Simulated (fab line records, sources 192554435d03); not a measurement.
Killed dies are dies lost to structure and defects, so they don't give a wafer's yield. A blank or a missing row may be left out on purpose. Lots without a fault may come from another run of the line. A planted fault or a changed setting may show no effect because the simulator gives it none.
Which tool did it? | flow n5_finfet | 12 lots, 36 wafers sampled, at 2 steps of a route of 1938

WHAT THE GAUGES READ, wafer by wafer
N5_BEOL_M2_INSPECT_30: inspects for defects (brightfield).
lot  | measured     | on                | raw_defect_count
L075 | day 6 17:54  | defect_inspect-02 | 496 397 281
L077 | day 7 03:16  | defect_inspect-01 | 486 399 309
L079 | day 7 15:45  | defect_inspect-02 | 433 485 468
L081 | day 8 08:26  | defect_inspect-02 | 346 379 395
L083 | day 8 21:55  | defect_inspect-02 | 414 436 325
L084 | day 9 07:53  | defect_inspect-02 | 413 312 373
L087 | day 9 22:26  | defect_inspect-01 | 390 295 317
L089 | day 10 06:40 | defect_inspect-01 | 428 360 467
L091 | day 11 08:11 | defect_inspect-01 | 516 384 519
L094 | day 11 14:47 | defect_inspect-02 | 513 510 453
L095 | day 11 22:42 | defect_inspect-02 | 448 314 334
L097 | day 13 06:48 | defect_inspect-02 | 389 360 412

WHICH TOOL RAN EACH LOT (tool, then ch and the chambers of the sampled wafers, then the start)
lot  | N5_BEOL_M2_ETCH_74
L075 | rie_diel-01 ch 1,2,3, day 6 16:51
L077 | rie_diel-02 ch 0,2, day 7 02:20
L079 | rie_diel-02 ch 0,2,3, day 7 14:57
L081 | rie_diel-04 ch 2,3, day 8 07:30
L083 | rie_diel-01 ch 0,1,2, day 8 20:47
L084 | rie_diel-01 ch 0,1,3, day 9 06:59
L087 | rie_diel-04 ch 0,1,3, day 9 21:31
L089 | rie_diel-02 ch 1,3, day 10 05:52
L091 | rie_diel-04 ch 0,1,2, day 11 07:14
L094 | rie_diel-04 ch 0,2,3, day 11 13:57
L095 | rie_diel-04 ch 1,2,3, day 11 20:34
L097 | rie_diel-02 ch 1,2,3, day 13 05:48
- N5_BEOL_M2_ETCH_74: etches underlayer in N2/H2, target depth 6.5 nm, time 5.2 s.

THE ANSWER, worked out from the rows above alone
Rule: what is usual is taken from the lots themselves. Put in order of their means at a reading, lots are off if they are a third of the lots or fewer, leave a main group of 4 or more, and stand apart from it by a gap of 3 or more times the standard deviation of the main group's means; of several such gaps the widest counts. A main group whose means are all the same, to the digits that the tables above print for the reading, isn't used. A lot without any number at a reading at which 4 lots or more have one is off too. The other lots that the step has rows for count as sound.
No lot is off at any reading shown: from this, nothing can be told.

WHAT THE SIMULATOR HAD PUT IN
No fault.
